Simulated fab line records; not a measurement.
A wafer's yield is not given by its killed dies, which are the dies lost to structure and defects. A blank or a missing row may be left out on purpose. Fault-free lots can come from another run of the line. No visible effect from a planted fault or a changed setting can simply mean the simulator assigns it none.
fab line records	flow nand-harc
[record] lots = 13	wafers = 39	last-day = 24
route steps=1159 shown A_CONTACT@951 A_BLC@969 END@1159
lots that met no fault: from a run of the same line without faults
start-h: the number of hours between the record's first day and the start of the first shown wafer of the lot	wait-h: time in hours since the lot's previous step	" the same as in the row above	L1.1+2: a single row standing in for several wafers	- no value, or no start was given	* or withheld: withheld	< > ~ a bound
route shown NAME@n: names a module that has steps shown in the file, with the first one's number in the route	usual: average and standard deviation across the fault-free wafers	same: alike in all rows	chamber/n: place in a boat	sites: per-site readings	_std_site: standard deviation across them	_edge_site: outer sites' mean less inner sites'	radius-mm: for every site, how far away it sits from the centre of the wafer	mask NAME#n: copy n	behind: the tool/chamber that last shaped the wafer	hold: cause of the lot's hold/its duration in hours/its outcome	device: which transistor (n, p or np) failed to switch	end of line: the same wafers' tests at the end of the route	a step without rows: its recipe alone	killed: at the first sort, the dies lost to defects and structure; wafer yield is something else	map: shows each die of a wafer: x if killed, . if not, _ if none is there
set.NAME: the setting as run; set.NAME@STEP: as run at that earlier step	model.NAME: the simulator's own value behind a step, which no gauge read
a sample of lots followed through the steps of the route, with each step as a table and each wafer as a row
services: the hour from which a tool's chamber was out of use, counted from the record's first day as start-h (under 0 if before that day), plus the number of hours and why
[[steps]]
[step NHARC_A_CONTACT_CD_MEAS_15]
[usual] cd-nm = 90.0/0.55
lot.wafer	tool	chamber	start-h	wait-h	cd-nm
L111.1	cd-sem-02	-	371.06	-	89.8
L111.3	"	-	"	"	89.4
L111.5	"	-	"	"	90.0
L112.1	cd-sem-02	-	389.08	-	90.4
L112.2	"	-	"	"	89.9
L112.3	"	-	"	"	90.8
L114.1	cd-sem-03	-	396.96	-	89.4
L114.2	"	-	"	"	89.0
L114.3	"	-	"	"	90.8
L115.1	cd-sem-03	-	401.51	-	90.5
L115.4	"	-	"	"	90.8
L115.6	"	-	"	"	90.0
L118.1	cd-sem-02	-	432.99	-	90.7
L118.2	"	-	"	"	90.4
L118.4	"	-	"	"	89.8
L122.2	cd-sem-02	-	444.01	-	89.6
L122.3	"	-	"	"	89.6
L122.6	"	-	"	"	90.2
L121.3	cd-sem-03	-	444.82	-	89.9
L121.4	"	-	"	"	89.7
L121.5	"	-	"	"	90.9
L126.1	cd-sem-03	-	465.49	-	89.8
L126.3	"	-	"	"	89.2
L126.4	"	-	"	"	90.8
L129.4	cd-sem-01	-	493.34	-	90.0
L129.5	"	-	"	"	89.6
L129.6	"	-	"	"	90.3
L131.1	cd-sem-03	-	495.44	-	90.2
L131.2	"	-	"	"	90.1
L131.3	"	-	"	"	89.5
L133.1	cd-sem-03	-	522.98	-	89.6
L133.4	"	-	"	"	89.4
L133.6	"	-	"	"	89.4
L132.3	cd-sem-03	-	524.89	-	90.4
L132.4	"	-	"	"	89.4
L132.6	"	-	"	"	89.7
L134.1	cd-sem-01	-	531.81	-	89.9
L134.4	"	-	"	"	89.6
L134.5	"	-	"	"	90.0
[step NHARC_A_BLC_SOFTBAKE_05]
[recipe] temp-c = 105	time-s = 55
[usual] exhaust-pa = 45.0/0.81	heater-power-total-W = 188.45/0.13	plate-temp-C = 104.97/0.12
lot.wafer	tool	chamber	start-h	wait-h	exhaust-pa	heater-power-total-W	plate-temp-C
L111.1	litho-track-06	0	379	-	45.2	188.46	105.24
L111.3	"	0	"	"	45.1	188.34	104.81
L111.5	"	0	"	"	44.4	188.52	105.06
L112.1	litho-track-06	0	395	-	44.4	188.39	104.92
L112.2	"	0	"	"	43.5	188.33	104.85
L112.3	"	0	"	"	45.0	188.43	105.01
L114.1	litho-track-01	0	402	-	44.4	188.31	104.96
L114.2	"	0	"	"	45.0	188.39	104.83
L114.3	"	0	"	"	44.2	188.34	104.75
L115.1	litho-track-04	0	406	-	45.9	188.40	105.15
L115.4	"	0	"	"	45.0	188.44	105.20
L115.6	"	0	"	"	45.4	188.47	105.04
L118.1	litho-track-06	0	436	-	45.7	192.22	106.59
L118.2	"	0	"	"	45.0	192.13	106.40
L118.4	"	0	"	"	46.2	192.29	106.43
L122.2	litho-track-06	0	447	-	46.1	192.30	106.73
L122.3	"	0	"	"	44.9	192.19	106.64
L122.6	"	0	"	"	45.5	192.55	106.66
L121.3	litho-track-04	0	447	-	45.3	188.45	104.80
L121.4	"	0	"	"	45.2	188.50	104.68
L121.5	"	0	"	"	45.7	188.35	104.92
L126.1	litho-track-04	0	468	-	44.0	188.37	104.98
L126.3	"	0	"	"	45.3	188.56	105.13
L126.4	"	0	"	"	45.3	188.70	104.91
L129.4	litho-track-01	0	495	-	43.7	188.44	104.93
L129.5	"	0	"	"	43.5	188.40	104.80
L129.6	"	0	"	"	44.2	188.34	104.82
L131.1	litho-track-01	0	497	-	44.7	188.64	104.91
L131.2	"	0	"	"	44.0	188.52	104.80
L131.3	"	0	"	"	43.5	188.45	104.85
L133.1	litho-track-04	0	525	-	46.3	188.36	105.00
L133.4	"	0	"	"	44.6	188.51	104.99
L133.6	"	0	"	"	44.5	188.44	104.89
L132.3	litho-track-04	0	527	-	44.4	188.32	104.97
L132.4	"	0	"	"	45.2	188.37	105.10
L132.6	"	0	"	"	45.4	188.34	105.22
L134.1	litho-track-01	0	537	-	46.8	188.39	105.07
L134.4	"	0	"	"	46.0	188.58	105.14
L134.5	"	0	"	"	45.1	188.37	105.01
[step NHARC_A_BLC_CD_MEAS_10]
[recipe] target-cd-nm = 100	landing-energy-ev = 500
[usual] cd-nm = 99.9/0.65
[same] landing-energy-ev = 500
lot.wafer	tool	chamber	start-h	wait-h	cd-nm
L111.1	cd-sem-02	0	379.90	-	99.9
L111.3	"	0	"	"	98.9
L111.5	"	0	"	"	98.5
L112.1	cd-sem-03	0	395.43	-	99.9
L112.2	"	0	"	"	100.4
L112.3	"	0	"	"	101.5
L114.1	cd-sem-02	0	402.49	-	100.3
L114.2	"	0	"	"	99.3
L114.3	"	0	"	"	99.7
L115.1	cd-sem-01	0	407.29	-	100.7
L115.4	"	0	"	"	100.4
L115.6	"	0	"	"	99.7
L118.1	cd-sem-02	0	436.73	-	99.1
L118.2	"	0	"	"	100.1
L118.4	"	0	"	"	99.8
L122.2	cd-sem-02	0	447.90	-	100.9
L122.3	"	0	"	"	98.8
L122.6	"	0	"	"	99.0
L121.3	cd-sem-03	0	448.22	-	98.2
L121.4	"	0	"	"	100.5
L121.5	"	0	"	"	99.0
L126.1	cd-sem-03	0	469.12	-	99.4
L126.3	"	0	"	"	100.1
L126.4	"	0	"	"	99.6
L129.4	cd-sem-02	0	496.43	-	98.5
L129.5	"	0	"	"	100.4
L129.6	"	0	"	"	98.4
L131.1	cd-sem-03	0	498.44	-	99.5
L131.2	"	0	"	"	101.3
L131.3	"	0	"	"	99.8
L133.1	cd-sem-03	0	526.00	-	99.2
L133.4	"	0	"	"	100.2
L133.6	"	0	"	"	99.2
L132.3	cd-sem-03	0	528.31	-	100.4
L132.4	"	0	"	"	101.6
L132.6	"	0	"	"	100.0
L134.1	cd-sem-03	0	537.75	-	100.2
L134.4	"	0	"	"	100.2
L134.5	"	0	"	"	100.4
[step NHARC_A_BLC_ETCH_16]
[recipe] target-depth-a = 390	over-etch-frac = 0.3	time-s = 65	ion-energy-ev = 80	cf4-flow-sccm = 150	ar-flow-sccm = 0	rf-w = 300	bias-w = 100	chemistry = CF4
[usual] bias-w = 100.0/0.31	cf4-flow-sccm = 150.0/0.41	drypump-motor-current-A = 5.7/0.39	oes-product-au = 0.999/0.015	rf-vpp-V = 150.9/1	showerhead-plenum-p-Torr = 1.74/0.051	throttle-valve-pct = 13.284/0.0093
lot.wafer	tool	chamber	start-h	wait-h	bias-w	cf4-flow-sccm	drypump-motor-current-A	oes-product-au	rf-hours-counter-h	rf-vpp-V	showerhead-plenum-p-Torr	throttle-valve-pct
L111.3	rie-diel-09	3	380.17	0.1	99.8	150.0	5.9	0.989	14	150.1	1.74	13.270
L111.1	"	1	"	"	100.1	149.9	5.6	1.007	12	151.2	1.74	13.286
L111.5	"	3	"	"	99.3	150.3	5.9	0.990	-	150.3	1.74	13.290
L112.1	rie-diel-06	3	395.70	0.1	99.3	150.8	5.9	1.005	14	150.2	1.67	13.273
L112.3	"	0	"	"	100.0	150.1	4.8	0.997	14	152.3	1.81	13.286
L112.2	"	1	"	"	99.4	149.6	5.9	1.008	14	152.2	1.81	13.269
L114.3	rie-diel-06	2	402.76	0.1	99.9	149.6	5.8	0.994	14	150.7	1.75	13.279
L114.1	"	0	"	"	100.3	149.8	4.7	1.005	14	151.7	1.81	13.282
L114.2	"	1	"	"	100.1	149.8	6.0	1.014	15	152.5	1.81	13.285
L115.1	rie-diel-09	0	407.60	0.1	100.3	150.3	5.8	0.980	16	149.8	1.69	13.291
L115.6	"	3	"	"	99.8	150.2	5.9	0.988	-	150.8	1.74	13.283
L115.4	"	0	"	"	100.6	148.6	5.8	0.983	-	150.0	1.69	13.288
L118.2	rie-diel-06	1	437.02	0.1	100.2	149.8	5.9	0.992	1	153.4	1.81	13.278
L118.1	"	2	"	"	100.0	150.4	5.8	1.022	1	149.3	1.75	13.280
L118.4	"	3	"	"	100.1	150.1	5.9	0.991	1	149.0	1.67	13.280
L122.3	rie-diel-06	2	448.17	0.1	99.4	149.8	5.8	1.018	2	152.1	1.75	13.306
L122.2	"	0	"	"	99.8	149.6	4.8	1.013	2	153.3	1.81	13.268
L122.6	"	2	"	"	99.5	150.6	5.8	1.009	-	151.8	1.75	13.287
L121.3	rie-diel-02	2	448.49	0.1	99.9	150.5	5.3	1.011	41	149.9	1.70	13.283
L121.4	"	0	"	"	99.9	150.4	5.9	1.019	36	150.7	1.69	13.304
L121.5	"	2	"	"	99.6	150.0	5.3	1.010	-	148.0	1.70	13.280
L126.1	rie-diel-09	0	469.39	0.1	100.1	150.2	5.8	0.974	3	149.7	1.69	13.285
L126.3	"	1	"	"	100.3	150.3	5.6	1.008	3	149.7	1.74	13.297
L126.4	"	2	"	"	99.8	150.1	6.1	0.974	3	150.1	1.73	13.279
L129.4	rie-diel-09	3	496.70	0.1	99.9	149.7	5.9	0.998	6	151.0	1.74	13.299
L129.5	"	1	"	"	99.9	150.1	5.5	1.000	-	150.5	1.74	13.284
L129.6	"	2	"	"	100.4	149.5	6.1	0.974	-	150.6	1.73	13.291
L131.1	rie-diel-06	3	498.72	0.1	99.8	150.5	5.9	0.998	8	150.8	1.67	13.290
L131.2	"	0	"	"	100.4	150.4	4.8	1.017	8	151.6	1.81	13.304
L131.3	"	1	"	"	99.6	150.0	5.9	0.994	8	151.4	1.81	13.276
L133.1	rie-diel-09	3	526.27	0.1	100.7	149.6	5.9	0.990	8	151.3	1.74	13.278
L133.4	"	1	"	"	100.0	150.1	5.6	1.006	9	150.1	1.74	13.279
L133.6	"	0	"	"	100.4	149.8	5.8	0.966	-	151.8	1.69	13.273
L132.4	rie-diel-06	2	528.58	0.1	100.3	150.0	5.8	1.024	11	151.4	1.74	13.292
L132.3	"	3	"	"	100.6	150.5	5.9	0.999	11	149.2	1.66	13.291
L132.6	"	3	"	"	101.0	150.3	5.9	0.998	-	149.7	1.67	13.269
L134.1	rie-diel-06	3	538.02	0.1	99.6	150.4	5.8	1.000	12	151.1	1.66	13.294
L134.4	"	1	"	"	100.1	150.3	5.9	0.993	12	151.6	1.81	13.290
L134.5	"	2	"	"	100.1	150.1	5.8	1.009	-	150.8	1.74	13.284
[step NHARC_END_SORT_01]
[recipe] temp-c = 25
[usual] killed-at-array = 28/11	killed-at-other = 0.5/0.87	killed-at-periphery = 2.9/2.2	killed-dies = 32/11	killed-open = 3.2/1.9	killed-short = 1.8/1.4
[same] gross-dies = 677
lot.wafer	tool	chamber	start-h	wait-h	killed-at-array	killed-at-other	killed-at-periphery	killed-dies	killed-open	killed-short
L122.2	prober-02	0	492.15	2.8	43	0	5	48	5	4
L122.3	prober-02	0	492.95	3.1	32	0	6	38	7	3
L122.6	prober-02	0	495.33	4.0	41	0	4	45	9	3
L121.5	prober-02	0	502.27	3.7	11	1	0	12	4	2
// killed by level:class
L122.2 A_CHANNEL_HOLE_D1:chamber-film-flake=18 A_SLIT:chamber-film-flake=16 A_CHANNEL_FILL_D1:geometric-particle:short=2 A_STAIRCASE:chamber-film-flake=2 P_STI:geometric-particle:open=1 P_M0:geometric-particle:short=1 P_M0:geometric-particle:open=1 A_ONON_D1:geometric-particle:short=1
L122.3 A_CHANNEL_HOLE_D1:chamber-film-flake=19 A_CONTACT:chamber-film-flake=3 A_SLIT:chamber-film-flake=2 A_STAIRCASE:chamber-film-flake=2 P_STI:geometric-particle:open=1 P_STI:geometric-particle:short=1 P_GATE:geometric-particle:open=1 P_CONTACT:geometric-particle:open=1
L122.6 A_CHANNEL_HOLE_D1:chamber-film-flake=17 A_SLIT:chamber-film-flake=12 A_CONTACT:chamber-film-flake=4 P_GATE:geometric-particle:open=2 A_ONON_D1:geometric-particle:open=2 A_CHANNEL_FILL_D1:geometric-particle:short=2 P_STI:geometric-particle:open=1 P_CONTACT:geometric-particle:open=1
L121.5 A_WL_FILL:chamber-film-flake=2 A_SOURCE_PLATE:geometric-particle:open=1 A_SOURCE_PLATE:geometric-particle:short=1 A_CONTACT:geometric-particle:open=1 A_CONTACT:geometric-particle:short=1 A_BLC:geometric-particle:open=1 A_M0:geometric-particle:open=1 A_CHANNEL_HOLE_D1:chamber-film-flake=1
[[services]]
tool	chamber	start-h	hours	kind
rie-diel-06	0	372.74	-	clean
rie-diel-06	1	372.74	-	clean
rie-diel-06	2	372.74	-	clean
rie-diel-06	3	372.74	-	clean
rie-diel-02	0	383.46	2.1	repair
rie-diel-02	-	388.79	0.9	repair
rie-diel-06	0	397.24	-	clean
rie-diel-06	1	397.24	-	clean
rie-diel-06	2	397.24	-	clean
rie-diel-06	3	397.24	-	clean
rie-diel-09	1	405.88	2.4	repair
rie-diel-06	-	418.29	9.0	pm
rie-diel-06	0	418.29	9.0	vent-cycle
rie-diel-06	1	418.29	9.0	vent-cycle
rie-diel-06	2	418.29	9.0	vent-cycle
rie-diel-09	-	431.10	9.0	pm
rie-diel-06	0	432.63	3.1	repair
litho-track-01	-	443.00	7.0	pm
rie-diel-09	1	449.71	3.0	repair
litho-track-06	-	467.00	7.0	pm
rie-diel-02	3	482.61	8.1	repair
litho-track-04	-	491.00	7.0	pm
rie-diel-06	-	492.24	0.6	repair
rie-diel-02	-	504.86	9.0	pm
[[key]]
[first-sign] step = NHARC_A_BLC_SOFTBAKE_05	reading = heater-power-total-W	direction = up	sigmas = 30	usual = *	struck = *
[effect] step = NHARC_A_BLC_SOFTBAKE_05	reading = plate-temp-C	direction = up	sigmas = 13	usual = *	struck = *
met-at NHARC_A_BLC_SOFTBAKE_05
struck-lots L118,L122
tester-left-out L118,L122
[loop-trim] step = NHARC_A_BLC_EXPOSE_07	setting = dose	lots = L122
not-acting-at NHARC_A_CONTACT_CD_MEAS_15,NHARC_A_BLC_CD_MEAS_10,NHARC_A_BLC_ETCH_16
onset-between 395 436
[fault] kind = process-parameter-drift	tool = litho-track-06	chamber = -	onset-h = 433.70	steps = NHARC_A_BLC_SOFTBAKE_05	channel = temp-c	offset = *	shape = step	end-h = 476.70	acts-in = *	stated = *
// tester-left-out: of these lots the tester's yield and bins aren't shown, on N5 and GAA mostly nor the transistor test; their killed dies are dies lost to structure and defects alone, not to doping, threshold or leakage, so they don't give the yield
// loop-trim: a control loop set the setting to another value than it would have without faults
